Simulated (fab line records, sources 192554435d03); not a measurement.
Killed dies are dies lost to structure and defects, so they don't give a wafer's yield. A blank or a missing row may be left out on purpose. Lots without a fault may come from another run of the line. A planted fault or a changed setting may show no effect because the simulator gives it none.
Problem report in the 8D (eight disciplines) form, filled by code | flow n5_finfet | the parts of the form that need people (team, actions taken, sign-off) are left out

1. THE PROBLEM
killed_at_M0_to_M3 at N5_PASSIVATION_PROBE_49 reads a mean of 186 on 1 wafer of 1 lot; wafers without a fault read 34 with a standard deviation of 9.7. That is +16 standard deviations from the usual mean.
First seen on wafer L247.2, day 18 01:04, on prober-02. The record holds 4 wafers of 2 lots with a number at this step. Rule for "out", or "out of limits": more than 4 standard deviations from the usual mean. The other wafers with a number count as sound.

2. WHAT IT IS AND WHAT IT IS NOT
question                    | is                                                                                                      | is not
which readings at this step | killed_at_M0_to_M3, defect_limited_yield, killed_dies, sort_bin_5_function, sort_n_pass, sort_yield_pct | killed_at_M4_up, killed_at_contacts, killed_at_front_end, killed_at_other, killed_open, killed_short, sort_bin_6_memory
which lots                  | L247                                                                                                    | L234
which wafers of those lots  | all that have a number                                                                                  | -
read on which tools         | prober-02                                                                                               | prober-01
when                        | from day 18 01:04                                                                                       | up to then (3 sound wafers)

3. SUSPECTS, AND WHAT RULES EACH OUT
Counting: a tool at a process step up to the reading stays a suspect if it ran every lot that is out and no sound lot after the first of them.
- rie_diel-02 at N5_BEOL_M3_ETCH_70 (etches SOC in N2/H2, target depth 80 nm, overetch 16 nm, time 120 s): kept. It ran the lot that is out, L247 (day 12 02:06), and no sound lot after that; its last sound lot up to then is L234 (day 8 14:50).
- prober-02 at N5_PASSIVATION_PROBE_49: kept. It ran the lot that is out, L247 (day 18 01:04), and no sound lot after that. Its own readings are out on those wafers: defect_limited_yield, killed_at_M0_to_M3, killed_dies, sort_bin_5_function, sort_n_pass, sort_yield_pct.
Left after counting: rie_diel-02 at N5_BEOL_M3_ETCH_70, prober-02 at N5_PASSIVATION_PROBE_49.

4. THE CAUSE (what the simulator had put in)
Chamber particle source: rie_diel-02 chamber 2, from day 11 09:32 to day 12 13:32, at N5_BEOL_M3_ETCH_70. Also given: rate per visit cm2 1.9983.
Counting left 2 suspects, and this tool is among them.

5. THE CHAIN OF EFFECTS, in route order
Each row: a reading whose mean over the struck wafers that have a number lies more than 3 standard deviations from the usual. Only readings for which the record gives a usual standard deviation are gone through. hours: the time from each lot's start at the first step in this table that gives one to its start at this step, as a median over the lots. sigmas: the change in usual standard deviations.
hours | step                    | reading              | usual  | on struck wafers | change | sigmas
0     | N5_PASSIVATION_PROBE_49 | defect_limited_yield | 91.2 % | 78.6             | -12.6  | -9.0
0     | N5_PASSIVATION_PROBE_49 | killed_at_M0_to_M3   | 34     | 186              | +152   | +16
0     | N5_PASSIVATION_PROBE_49 | killed_dies          | 104    | 252              | +148   | +8.7
0     | N5_PASSIVATION_PROBE_49 | sort_bin_5_function  | 5.3 %  | 12.0             | +6.7   | +7.5
0     | N5_PASSIVATION_PROBE_49 | sort_n_pass          | 1076   | 928              | -148   | -8.7
0     | N5_PASSIVATION_PROBE_49 | sort_yield_pct       | 91.2 % | 78.6             | -12.6  | -9.0
The process steps in it:
- N5_PASSIVATION_PROBE_49

6. WHAT WOULD HAVE CAUGHT IT SOONER
In this record the first reading out of limits was taken at day 18 01:04, 160 hours after the fault began at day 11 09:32.
Of the tool readings at N5_BEOL_M3_ETCH_70 for which the record gives a usual standard deviation, none was out on any struck wafer, so an alarm limit of 4 standard deviations on them would not have fired.
All the lots that are out (1) had begun N5_BEOL_M3_ETCH_70 on rie_diel-02 by day 18 01:04. A hold on the tool at that time would have spared none of them.
